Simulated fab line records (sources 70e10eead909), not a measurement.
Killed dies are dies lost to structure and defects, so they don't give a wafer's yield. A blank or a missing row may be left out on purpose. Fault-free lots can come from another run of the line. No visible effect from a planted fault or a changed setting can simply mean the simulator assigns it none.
Which of the tools did it? :: flow nandHarc :: 11 lots with 33 wafers sampled at 6 steps, on a route of 1302 steps

== WHAT THE GAUGES SHOWED, per wafer ==
NHARC_A_CHANNEL_HOLE_D2_INSPECT_40.
lot: L252
measured: day 13 11:35
on: defectInspect-02
rawDefectCount: 379 263 242

lot: L251
measured: day 13 12:43
on: defectInspect-02
rawDefectCount: 181 183 148

lot: L253
measured: day 14 16:14
on: defectInspect-02
rawDefectCount: 305 275 400

lot: L254
measured: day 14 20:25
on: defectInspect-01
rawDefectCount: 214 266 303

lot: L255
measured: day 15 00:44
on: defectInspect-02
rawDefectCount: 413 341 404

lot: L258
measured: day 16 06:52
on: defectInspect-02
rawDefectCount: 238 222 238

lot: L265
measured: day 19 18:24
on: defectInspect-02
rawDefectCount: 918 840 910

lot: L266
measured: day 19 22:31
on: defectInspect-02
rawDefectCount: 784 767 781

lot: L272
measured: day 22 15:02
on: defectInspect-01
rawDefectCount: 189 155 230

lot: L274
measured: day 23 01:40
on: defectInspect-01
rawDefectCount: 365 343 289

lot: L273
measured: day 23 06:16
on: defectInspect-02
rawDefectCount: 192 306 237

NHARC_END_SORT_01.
lot: L265
measured: day 30 12:57
on: prober-02
killedAtArray: 56 100 120
killedAtOther: 2 1 0
killedAtPeriphery: 10 14 6
killedDies: 68 115 126
killedOpen: 1 5 1
killedShort: 5 2 3

lot: L266
measured: day 31 02:05
on: prober-02
killedAtArray: 124 119 71
killedAtOther: 2 1 0
killedAtPeriphery: 7 8 10
killedDies: 133 128 81
killedOpen: 3 1 5
killedShort: 2 1 3

== TOOL THAT RAN EACH LOT (tool first, then ch and the chambers of the sampled wafers, then the start) ==
lot: L252
NHARC_A_CHANNEL_HOLE_D2_ETCH_19: harEtch-02 ch 0,1, day 13 05:54
NHARC_A_CHANNEL_HOLE_D2_ETCH_27: harEtch-02 ch 0,1, day 13 09:55
NHARC_A_CHANNEL_HOLE_D2_XSEM_32: xsem-02 ch 0, day 13 11:29
NHARC_A_CHANNEL_FILL_D2_ALD_03: aldSinBatch-03 ch 0, no start

lot: L251
NHARC_A_CHANNEL_HOLE_D2_ETCH_19: harEtch-01 ch 0,1, day 13 07:02
NHARC_A_CHANNEL_HOLE_D2_ETCH_27: harEtch-01 ch 0,1, day 13 11:01
NHARC_A_CHANNEL_HOLE_D2_XSEM_32: xsem-01 ch 0, day 13 12:37
NHARC_A_CHANNEL_FILL_D2_ALD_03: aldSinBatch-03 ch 0, no start

lot: L253
NHARC_A_CHANNEL_HOLE_D2_ETCH_19: harEtch-01 ch 0,1, day 14 10:34
NHARC_A_CHANNEL_HOLE_D2_ETCH_27: harEtch-01 ch 0,1, day 14 14:34
NHARC_A_CHANNEL_HOLE_D2_XSEM_32: xsem-01 ch 0, day 14 16:08
NHARC_A_CHANNEL_FILL_D2_ALD_03: aldSinBatch-01 ch 0, no start

lot: L254
NHARC_A_CHANNEL_HOLE_D2_ETCH_19: harEtch-01 ch 0,1, day 14 14:41
NHARC_A_CHANNEL_HOLE_D2_ETCH_27: harEtch-01 ch 0,1, day 14 18:41
NHARC_A_CHANNEL_HOLE_D2_XSEM_32: xsem-01 ch 0, day 14 20:19
NHARC_A_CHANNEL_FILL_D2_ALD_03: aldSinBatch-01 ch 0, day 15 01:20

lot: L255
NHARC_A_CHANNEL_HOLE_D2_ETCH_19: harEtch-01 ch 0, day 14 18:52
NHARC_A_CHANNEL_HOLE_D2_ETCH_27: harEtch-01 ch 0, day 14 22:51
NHARC_A_CHANNEL_HOLE_D2_XSEM_32: xsem-02 ch 0, day 15 00:38
NHARC_A_CHANNEL_FILL_D2_ALD_03: aldSinBatch-02 ch 0, no start

lot: L258
NHARC_A_CHANNEL_HOLE_D2_ETCH_19: harEtch-01 ch 0,1, day 16 01:09
NHARC_A_CHANNEL_HOLE_D2_ETCH_27: harEtch-01 ch 0,1, day 16 05:10
NHARC_A_CHANNEL_HOLE_D2_XSEM_32: xsem-02 ch 0, day 16 06:47
NHARC_A_CHANNEL_FILL_D2_ALD_03: aldSinBatch-01 ch 0, no start

lot: L265
NHARC_A_CHANNEL_HOLE_D2_ETCH_19: harEtch-01 ch 0,1, day 19 12:43
NHARC_A_CHANNEL_HOLE_D2_ETCH_27: harEtch-01 ch 0,1, day 19 16:40
NHARC_A_CHANNEL_HOLE_D2_XSEM_32: xsem-02 ch 0, day 19 18:18
NHARC_A_CHANNEL_FILL_D2_ALD_03: aldSinBatch-03 ch 0, day 30 12:57 or earlier

lot: L266
NHARC_A_CHANNEL_HOLE_D2_ETCH_19: harEtch-01 ch 0,1, day 19 16:54
NHARC_A_CHANNEL_HOLE_D2_ETCH_27: harEtch-01 ch 0,1, day 19 20:53
NHARC_A_CHANNEL_HOLE_D2_XSEM_32: xsem-01 ch 0, day 19 22:26
NHARC_A_CHANNEL_FILL_D2_ALD_03: aldSinBatch-01 ch 0, day 31 02:05 or earlier

lot: L272
NHARC_A_CHANNEL_HOLE_D2_ETCH_19: harEtch-02 ch 0,1, day 22 09:22
NHARC_A_CHANNEL_HOLE_D2_ETCH_27: harEtch-02 ch 0,1, day 22 13:20
NHARC_A_CHANNEL_HOLE_D2_XSEM_32: xsem-01 ch 0, day 22 14:56
NHARC_A_CHANNEL_FILL_D2_ALD_03: aldSinBatch-03 ch 0, no start

lot: L274
NHARC_A_CHANNEL_HOLE_D2_ETCH_19: harEtch-01 ch 0,1, day 22 19:59
NHARC_A_CHANNEL_HOLE_D2_ETCH_27: harEtch-01 ch 0,1, day 22 23:59
NHARC_A_CHANNEL_HOLE_D2_XSEM_32: xsem-02 ch 0, day 23 01:34
NHARC_A_CHANNEL_FILL_D2_ALD_03: aldSinBatch-02 ch 0, no start

lot: L273
NHARC_A_CHANNEL_HOLE_D2_ETCH_19: harEtch-02 ch 0,1, day 23 00:35
NHARC_A_CHANNEL_HOLE_D2_ETCH_27: harEtch-02 ch 0,1, day 23 04:36
NHARC_A_CHANNEL_HOLE_D2_XSEM_32: xsem-01 ch 0, day 23 06:11
NHARC_A_CHANNEL_FILL_D2_ALD_03: aldSinBatch-01 ch 0, no start
- NHARC_A_CHANNEL_HOLE_D2_ETCH_19: etches the open film in C4F8/O2/Ar, time 34.5 s.
- NHARC_A_CHANNEL_HOLE_D2_ETCH_27: etches the open film in C4F8/O2/Ar, time 90 s, target depth 400 nm.
- NHARC_A_CHANNEL_HOLE_D2_XSEM_32
- NHARC_A_CHANNEL_FILL_D2_ALD_03: deposits SiNx, target thk 6 nm, pulse time 60 s, ald cycles 58.

== WHAT THE TOOLS THEMSELVES READ (means of the sampled wafers that have a number; where no wafer has one, the mark that the record gives instead) ==
NHARC_A_CHANNEL_HOLE_D2_ETCH_19.
lot: L252
tool: harEtch-02
chamberPressureMTorr (mTorr): 14.997
drypumpMotorCurrentA (A): 6.12
showerheadPlenumPTorr (Torr): 3.78
throttleValvePct (%): 37.038

lot: L251
tool: harEtch-01
chamberPressureMTorr (mTorr): 15.010
drypumpMotorCurrentA (A): 5.98
showerheadPlenumPTorr (Torr): 3.74
throttleValvePct (%): 37.044

lot: L253
tool: harEtch-01
chamberPressureMTorr (mTorr): 14.999
drypumpMotorCurrentA (A): 6.00
showerheadPlenumPTorr (Torr): 3.73
throttleValvePct (%): 37.036

lot: L254
tool: harEtch-01
chamberPressureMTorr (mTorr): 15.004
drypumpMotorCurrentA (A): 5.92
showerheadPlenumPTorr (Torr): 3.73
throttleValvePct (%): 37.043

lot: L255
tool: harEtch-01
chamberPressureMTorr (mTorr): 15.004
drypumpMotorCurrentA (A): 6.08
showerheadPlenumPTorr (Torr): 3.73
throttleValvePct (%): 37.041

lot: L258
tool: harEtch-01
chamberPressureMTorr (mTorr): 14.983
drypumpMotorCurrentA (A): 6.00
showerheadPlenumPTorr (Torr): 3.72
throttleValvePct (%): 37.041

lot: L265
tool: harEtch-01
chamberPressureMTorr (mTorr): 15.005
drypumpMotorCurrentA (A): 5.94
showerheadPlenumPTorr (Torr): 3.69
throttleValvePct (%): 37.038

lot: L266
tool: harEtch-01
chamberPressureMTorr (mTorr): 14.999
drypumpMotorCurrentA (A): 5.91
showerheadPlenumPTorr (Torr): 3.69
throttleValvePct (%): 37.034

lot: L272
tool: harEtch-02
chamberPressureMTorr (mTorr): 14.995
drypumpMotorCurrentA (A): 6.12
showerheadPlenumPTorr (Torr): 3.71
throttleValvePct (%): 37.044

lot: L274
tool: harEtch-01
chamberPressureMTorr (mTorr): 14.999
drypumpMotorCurrentA (A): 5.92
showerheadPlenumPTorr (Torr): 3.66
throttleValvePct (%): 37.024

lot: L273
tool: harEtch-02
chamberPressureMTorr (mTorr): 14.999
drypumpMotorCurrentA (A): 6.12
showerheadPlenumPTorr (Torr): 3.71
throttleValvePct (%): 37.029

NHARC_A_CHANNEL_HOLE_D2_ETCH_27.
lot: L252
tool: harEtch-02
chamberPressureMTorr (mTorr): 25.010
drypumpMotorCurrentA (A): 6.12
showerheadPlenumPTorr (Torr): 3.77
throttleValvePct (%): 27.623

lot: L251
tool: harEtch-01
chamberPressureMTorr (mTorr): 24.997
drypumpMotorCurrentA (A): 6.00
showerheadPlenumPTorr (Torr): 3.74
throttleValvePct (%): 27.617

lot: L253
tool: harEtch-01
chamberPressureMTorr (mTorr): 24.994
drypumpMotorCurrentA (A): 6.00
showerheadPlenumPTorr (Torr): 3.73
throttleValvePct (%): 27.616

lot: L254
tool: harEtch-01
chamberPressureMTorr (mTorr): 25.009
drypumpMotorCurrentA (A): 5.92
showerheadPlenumPTorr (Torr): 3.73
throttleValvePct (%): 27.621

lot: L255
tool: harEtch-01
chamberPressureMTorr (mTorr): 25.008
drypumpMotorCurrentA (A): 6.08
showerheadPlenumPTorr (Torr): 3.72
throttleValvePct (%): 27.611

lot: L258
tool: harEtch-01
chamberPressureMTorr (mTorr): 25.004
drypumpMotorCurrentA (A): 6.00
showerheadPlenumPTorr (Torr): 3.71
throttleValvePct (%): 27.621

lot: L265
tool: harEtch-01
chamberPressureMTorr (mTorr): 24.994
drypumpMotorCurrentA (A): 5.93
showerheadPlenumPTorr (Torr): 3.69
throttleValvePct (%): 27.617

lot: L266
tool: harEtch-01
chamberPressureMTorr (mTorr): 24.990
drypumpMotorCurrentA (A): 5.91
showerheadPlenumPTorr (Torr): 3.68
throttleValvePct (%): 27.620

lot: L272
tool: harEtch-02
chamberPressureMTorr (mTorr): 25.030
drypumpMotorCurrentA (A): 6.12
showerheadPlenumPTorr (Torr): 3.71
throttleValvePct (%): 27.619

lot: L274
tool: harEtch-01
chamberPressureMTorr (mTorr): 24.999
drypumpMotorCurrentA (A): 5.92
showerheadPlenumPTorr (Torr): 3.66
throttleValvePct (%): 27.627

lot: L273
tool: harEtch-02
chamberPressureMTorr (mTorr): 25.000
drypumpMotorCurrentA (A): 6.13
showerheadPlenumPTorr (Torr): 3.70
throttleValvePct (%): 27.618

NHARC_A_CHANNEL_HOLE_D2_XSEM_32.
lot: L252
tool: xsem-02
botCdNm (nm): 75.1
bowNm (nm): 8.99
tiltDeg (degrees): 0.11

lot: L251
tool: xsem-01
botCdNm (nm): 74.5
bowNm (nm): 8.54
tiltDeg (degrees): 0.16

lot: L253
tool: xsem-01
botCdNm (nm): 73.7
bowNm (nm): 8.91
tiltDeg (degrees): 0.08

lot: L254
tool: xsem-01
botCdNm (nm): 76.1
bowNm (nm): 8.60
tiltDeg (degrees): 0.10

lot: L255
tool: xsem-02
botCdNm (nm): 75.6
bowNm (nm): 8.56
tiltDeg (degrees): 0.07

lot: L258
tool: xsem-02
botCdNm (nm): 75.9
bowNm (nm): 8.88
tiltDeg (degrees): 0.05

lot: L265
tool: xsem-02
botCdNm (nm): 74.3
bowNm (nm): 8.78
tiltDeg (degrees): 0.13

lot: L266
tool: xsem-01
botCdNm (nm): 75.0
bowNm (nm): 8.33
tiltDeg (degrees): 0.13

lot: L272
tool: xsem-01
botCdNm (nm): 73.7
bowNm (nm): 8.82
tiltDeg (degrees): 0.11

lot: L274
tool: xsem-02
botCdNm (nm): 76.4
bowNm (nm): 8.57
tiltDeg (degrees): 0.10

lot: L273
tool: xsem-01
botCdNm (nm): 75.9
bowNm (nm): 8.89
tiltDeg (degrees): 0.02

NHARC_A_CHANNEL_FILL_D2_ALD_03.
lot: L252
tool: aldSinBatch-03
precursorPulseHeightRel: 0.995

lot: L251
tool: aldSinBatch-03
precursorPulseHeightRel: 0.990

lot: L253
tool: aldSinBatch-01
precursorPulseHeightRel: 0.996

lot: L254
tool: aldSinBatch-01
precursorPulseHeightRel: 1.003

lot: L255
tool: aldSinBatch-02
precursorPulseHeightRel: 0.986

lot: L258
tool: aldSinBatch-01
precursorPulseHeightRel: 1.003

lot: L265
tool: aldSinBatch-03
precursorPulseHeightRel: 0.998

lot: L266
tool: aldSinBatch-01
precursorPulseHeightRel: 1.015

lot: L272
tool: aldSinBatch-03
precursorPulseHeightRel: 1.012

lot: L274
tool: aldSinBatch-02
precursorPulseHeightRel: 0.976

lot: L273
tool: aldSinBatch-01
precursorPulseHeightRel: 0.982

== THE ANSWER, worked out from the rows above alone ==
Rule: the lots themselves supply what counts as usual. The widest of any qualifying gaps counts: lots, ordered by their means at a reading, are off when they make up no more than a third of the lots, leave a main group of 4 or more, and stand apart from it by 3 or more times the standard deviation of that group's means. A main group whose means are all the same, to the digits that the tables above print for the reading, isn't used. A lot without any number at a reading at which 4 lots or more have one is off too. The other lots that the step has rows for count as sound. The gauges are gone through in route order, then the tools' own readings, and for those a lot's mean is taken as printed above. At the first step where some lot is off, the reading lying furthest off is the one used; lots without a number count as furthest.
Off: L265, L266 (NHARC_A_CHANNEL_HOLE_D2_INSPECT_40, rawDefectCount). Mean 271 and standard deviation 66 in the main group.
If a tool, at a process step before that reading, ran all the lots that are off and no sound lot after the first of them, it fits. Those tools and the gauges at NHARC_A_CHANNEL_HOLE_D2_INSPECT_40 are tried in the same way. No candidate that was tried fits.

== WHAT WAS PUT IN BY THE SIMULATOR ==
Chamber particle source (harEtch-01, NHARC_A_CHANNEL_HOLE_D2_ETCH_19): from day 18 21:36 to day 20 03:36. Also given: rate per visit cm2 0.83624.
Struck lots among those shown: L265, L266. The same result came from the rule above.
